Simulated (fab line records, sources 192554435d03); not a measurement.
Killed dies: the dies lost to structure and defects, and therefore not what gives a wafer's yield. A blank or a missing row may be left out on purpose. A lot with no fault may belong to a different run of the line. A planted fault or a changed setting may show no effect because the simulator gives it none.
One fault seen from 2 desks | flow n5_finfet | numbers are kept per desk, each desk with only its own; the story behind them comes last

== AT THE TOOL OWNER'S DESK: rie_diel-05 ==
The tool's own readings at N5_MOL_CONTACT_COAG_ETCH_90 (etches SiARC in CF4, target depth 13 nm, time 21.7 s): means of the sampled wafers that have a number, for each lot that ran on this tool. A lot is out of limits, marked OUT, if its mean lies more than 4 standard deviations from the usual mean; the brackets give that distance.
Columns: A = chamber_pressure_mTorr at N5_MOL_CONTACT_COAG_ETCH_90, usual 40.01 mTorr; B = drypump_motor_current_A at N5_MOL_CONTACT_COAG_ETCH_90, usual 5.8 A; C = etch_rf_on_time_s at N5_MOL_CONTACT_COAG_ETCH_90, usual 22.0 s; D = oes_product_au at N5_MOL_CONTACT_COAG_ETCH_90, usual 0.64 a.u.; E = rf_vpp_V at N5_MOL_CONTACT_COAG_ETCH_90, usual 183.8 V; F = showerhead_plenum_p_Torr at N5_MOL_CONTACT_COAG_ETCH_90, usual 2.13 Torr; G = throttle_valve_pct at N5_MOL_CONTACT_COAG_ETCH_90, usual 15.65 %
lot  | first seen here | A     | B   | C               | D    | E     | F    | G
L245 | day 5 12:31     | 40.03 | 6.0 | 21.7            | 0.70 | 184.0 | 2.14 | 15.61
L248 | day 6 05:12     | 40.04 | 6.5 | 21.6            | 0.67 | 184.6 | 2.16 | 15.59
L254 | day 7 16:56     | 40.02 | 5.8 | 18.9 (-5.1) OUT | 0.76 | 183.6 | 2.12 | 15.67
L255 | day 7 19:08     | 40.00 | 5.4 | 19.0 (-5.0) OUT | 0.81 | 183.6 | 2.09 | 15.39
L258 | day 9 00:37     | 40.00 | 6.0 | 17.6 (-7.4) OUT | 0.78 | 183.9 | 2.13 | 15.67
This desk's finding: out of limits on L254, L255, L258; first on L254, day 7 16:56 (etch_rf_on_time_s at N5_MOL_CONTACT_COAG_ETCH_90). L245, L248: within limits.

== METROLOGY DESK ==
Means of the sampled wafers that have a number, per lot and without regard to the tool the lot ran on: this is what the gauges read. A lot is out of limits, marked OUT, if its mean lies more than 4 standard deviations from the usual mean; the brackets give that distance. Shown here are 7 of its 11 readings, the ones lying furthest out on some lot.
Columns: A = cd_nm at N5_MOL_CONTACT_COAG_CD_MEAS_84, usual 25.11 nm; B = DIBL_P at N5_BEOL_M4_RC_MEAS_101, usual 36.3 mV/V; C = IOFF_N at N5_BEOL_M4_RC_MEAS_101, usual 0.16 nA/um; D = IOFF_P at N5_BEOL_M4_RC_MEAS_101, usual 0.21 nA/um; E = ION_N at N5_BEOL_M4_RC_MEAS_101, usual 672 uA/um; F = ION_P at N5_BEOL_M4_RC_MEAS_101, usual 459 uA/um; G = SS_N at N5_BEOL_M4_RC_MEAS_101, usual 71.6 mV/dec
lot  | first seen here | A     | B    | C    | D    | E   | F   | G
L245 | day 5 12:21     | 25.17 | 35.4 | 0.14 | 0.20 | 659 | 456 | 71.6
L247 | day 5 21:24     | 25.03 | 32.7 | 0.12 | 0.15 | 654 | 448 | 70.9
L248 | day 6 04:55     | 25.20 | 38.1 | 0.16 | 0.20 | 675 | 455 | 71.4
L254 | day 7 16:18     | 25.07 | 38.1 | 0.17 | 0.23 | 679 | 463 | 71.3
L255 | day 7 18:55     | 25.28 | 37.0 | 0.15 | 0.21 | 678 | 466 | 71.5
L258 | day 9 00:26     | 25.31 | 37.6 | 0.18 | 0.23 | 672 | 463 | 71.7
L261 | day 9 13:11     | 25.43 | 38.9 | 0.19 | 0.24 | 678 | 467 | 72.6
L263 | day 9 20:52     | 25.19 | 36.7 | 0.17 | 0.19 | 673 | 455 | 71.3
L264 | day 10 03:32    | 25.09 | 34.7 | 0.16 | 0.18 | 683 | 458 | 71.4
L267 | day 10 21:02    | 25.14 | 37.0 | 0.19 | 0.22 | 681 | 460 | 71.9
Result from this desk: across the 10 lots, nothing is out of limits.

== TAKEN TOGETHER ==
An alarm could have come from the tool owner's desk at day 7 16:56, on L254, L255, L258.
The metrology desk saw nothing out of limits.
The metrology desk has L254, L255, L258 on record, within its limits.
N5_MOL_CONTACT_COAG_ETCH_90 was run on rie_diel-05 by each of the lots named.

== WHAT THE SIMULATOR HAD INSERTED ==
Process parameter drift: rie_diel-05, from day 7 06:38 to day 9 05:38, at N5_MOL_CONTACT_COAG_ETCH_90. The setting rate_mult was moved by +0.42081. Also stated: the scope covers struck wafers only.
Struck lots among those shown: L254, L255, L258.
Each desk's first reading out of limits, in hours after the fault started: the tool owner's desk, 10.
